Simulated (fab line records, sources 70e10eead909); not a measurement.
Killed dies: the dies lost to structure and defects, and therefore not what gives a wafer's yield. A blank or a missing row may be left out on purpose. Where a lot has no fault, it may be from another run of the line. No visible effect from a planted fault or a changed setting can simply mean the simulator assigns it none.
Comparing a struck lot with a sound one | flow nand-harc | 13 out of 1159 route steps
Sound: these wafers, L214.1, L214.2, L214.5. Wafers struck: L211.2, L211.6. The cause is given at the end.
Per side, at each step with rows, come the tool, then ch with its chambers, and then its first start. Under that, the readings that differ: sound wafers | struck wafers | difference of the means | sigmas: that difference in standard deviations of wafers without a fault.
alike: readings whose means differ by less than 2 such deviations, and words and numbers that are the same on both sides. not compared: withheld readings, readings that some wafer has no value for, bounds like >300 that may hide the same value, and numbers for which the record gives no deviation and whose values overlap.
Wherever a step has rows on one side only, a row that says differs or no value, or a row with sigmas, the two part there. Numbers that have no deviation but don't overlap get no sigmas and don't part them. A reading missing from all wafers of one side parts the sides only when that side holds two or more wafers.

first, 2 steps without rows for these wafers: NHARC_A_SOURCE_PLATE_CVD_03 (deposits poly-Si, target thk 200 nm, time 4000 s); NHARC_A_SOURCE_PLATE_ANNEAL_05 (time 1800 s).
NHARC_A_SOURCE_PLATE_THK_MEAS_06: measures by ellipsometry.
  struck on film-metro-01, day 11 13:26; sound on film-metro-01, day 12 07:49
  alike: thk-nm
NHARC_A_SOURCE_PLATE_INSPECT_08:
  struck on defect-inspect-02, day 11 13:32; sound on defect-inspect-02, day 12 07:52
  alike: raw-defect-count
after that, 1 step with no rows for these wafers: NHARC_A_ONON_D1_DEP_00 (target thk 1000 nm).
NHARC_A_ONON_D1_THK_MEAS_02: measures by ellipsometry.
  struck on film-metro-01, day 11 14:07; sound on film-metro-01, day 12 08:27
  alike: thk-nm
after that, 1 step with no rows for these wafers: NHARC_A_ONON_D1_DEP_03 (target thk 1000 nm).
NHARC_A_ONON_D1_THK_MEAS_05: measures by ellipsometry.
  struck on film-metro-02, day 11 14:41; sound on film-metro-01, day 12 09:01
  alike: thk-nm
after that, 1 step with no rows for these wafers: NHARC_A_ONON_D1_DEP_06 (target thk 1000 nm).
NHARC_A_ONON_D1_THK_MEAS_08: measures by ellipsometry.
  struck on film-metro-02, day 11 15:16; sound on film-metro-02, day 12 09:35
  alike: thk-nm
NHARC_A_ONON_D1_DEP_09: target thk 1000 nm.
  sound on pecvd-onon-04 ch 0, day 12 09:38; struck on pecvd-onon-02 ch 0, day 11 15:22
  alike: nh3-flow-sccm
NHARC_A_ONON_D1_THK_MEAS_11: measures by ellipsometry.
  struck on film-metro-02, day 11 15:50; sound on film-metro-01, day 12 10:09
  reading     | sound          | struck    | difference | sigmas
  thk-nm (nm) | 1013 1013 1014 | 1424 1424 | +411       | +37
after that, 1 step with no rows for these wafers: NHARC_A_ONON_D1_DEP_12 (target thk 1000 nm).

## WHERE THEY PART
NHARC_A_ONON_D1_THK_MEAS_11 only, going by this record.

WHY: what had been put in by the simulator
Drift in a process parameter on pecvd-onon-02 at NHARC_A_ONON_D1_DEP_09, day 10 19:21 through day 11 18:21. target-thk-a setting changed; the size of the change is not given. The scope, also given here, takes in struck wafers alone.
